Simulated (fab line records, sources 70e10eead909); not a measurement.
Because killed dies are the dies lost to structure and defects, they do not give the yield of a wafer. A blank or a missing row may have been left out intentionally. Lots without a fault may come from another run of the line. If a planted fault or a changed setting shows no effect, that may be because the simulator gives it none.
The same fault as seen by 3 desks + flow nand harc + each desk holds nothing but its own numbers, with what lay behind them at the end

THE DEFECT DESK
Inspection counts along the route, by lot: the mean over sampled wafers that carry a number. A lot is out of limits, marked OUT, if its mean lies more than 4 standard deviations from the usual mean; the brackets give that distance.
Columns: A = raw defect count at NHARC_A_M1_INSPECT_11, usual 94
| lot  | first seen here | A             |
|------|-----------------|---------------|
| L696 | day 22 11:39    | 138           |
| L698 | day 23 13:37    | 73            |
| L702 | day 25 22:14    | 118           |
| L704 | day 26 14:17    | 73            |
| L706 | day 26 19:59    | 799 (+22) OUT |
| L708 | day 27 10:52    | 734 (+20) OUT |
| L707 | day 27 23:37    | 113           |
| L713 | day 29 08:03    | 122           |
| L711 | day 29 09:56    | 49            |
| L710 | day 29 12:22    | 111           |
| L714 | day 30 05:23    | 75            |
| L717 | day 31 05:50    | 96            |
| L718 | day 32 06:50    | 133           |
| L719 | day 33 05:14    | 63            |
Finding of this desk: L706, L708 out of limits; the first was L706 at day 26 19:59, on raw defect count at NHARC_A_M1_INSPECT_11. L696, L698, L702, L704, L707, L713, L711, L710, L714, L717, L718, L719 stayed within limits.

METROLOGY DESK
What the gauges read for every lot (on any tool): the sampled wafers with a number, averaged. A lot is out of limits, marked OUT, if its mean lies more than 4 standard deviations from the usual mean; the brackets give that distance.
Columns: A = cd nm at NHARC_A_M1_CD_MEAS_09, usual 119.9 nm
| lot  | first seen here | A     |
|------|-----------------|-------|
| L696 | day 22 11:32    | 119.7 |
| L698 | day 23 13:29    | 120.0 |
| L702 | day 25 22:07    | 120.0 |
| L704 | day 26 14:10    | 119.3 |
| L706 | day 26 19:52    | 120.1 |
| L708 | day 27 10:44    | 118.9 |
| L707 | day 27 23:30    | 119.7 |
| L713 | day 29 07:55    | 120.5 |
| L711 | day 29 09:48    | 120.0 |
| L710 | day 29 12:14    | 120.1 |
| L714 | day 30 05:16    | 120.4 |
| L717 | day 31 05:43    | 119.6 |
| L718 | day 32 06:43    | 119.5 |
| L719 | day 33 05:07    | 119.1 |
Result from this desk: across the 14 lots, nothing is out of limits.

TOOL OWNER'S DESK, pecvd-01
The tool's own readings at NHARC_A_M0_PRE_CLEAN_31 (time 12 s): means of the sampled wafers that have a number, for each lot that ran on this tool. A lot is out of limits, marked OUT, if its mean lies more than 4 standard deviations from the usual mean; the brackets give that distance.
Columns: A = heater power w at NHARC_A_M0_PRE_CLEAN_31, usual 643 W
| lot  | first seen here | A   |
|------|-----------------|-----|
| L698 | day 23 12:19    | 540 |
| L702 | day 25 20:47    | 618 |
| L704 | day 26 12:57    | 598 |
| L706 | day 26 18:12    | 518 |
| L708 | day 27 09:26    | 542 |
| L718 | day 32 05:33    | 550 |
Result from this desk: across the 6 lots, nothing is out of limits.

PUT TOGETHER
The defect desk could have raised an alarm at day 26 19:59, on L706, L708.
The metrology desk saw nothing out of limits.
The tool owner's desk saw nothing out of limits.
The metrology desk holds a record of L706, L708, inside its limits.
On record at the tool owner's desk: L706, L708, within its limits.
On pecvd-01, each named lot ran NHARC_A_M0_PRE_CLEAN_31.

WHAT THE SIMULATOR HAD PUT IN
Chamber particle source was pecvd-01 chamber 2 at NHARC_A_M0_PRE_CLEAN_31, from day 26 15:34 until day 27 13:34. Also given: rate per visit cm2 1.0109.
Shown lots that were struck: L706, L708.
Hours from the fault's start to each desk's first reading out of limits: the defect desk, 4.
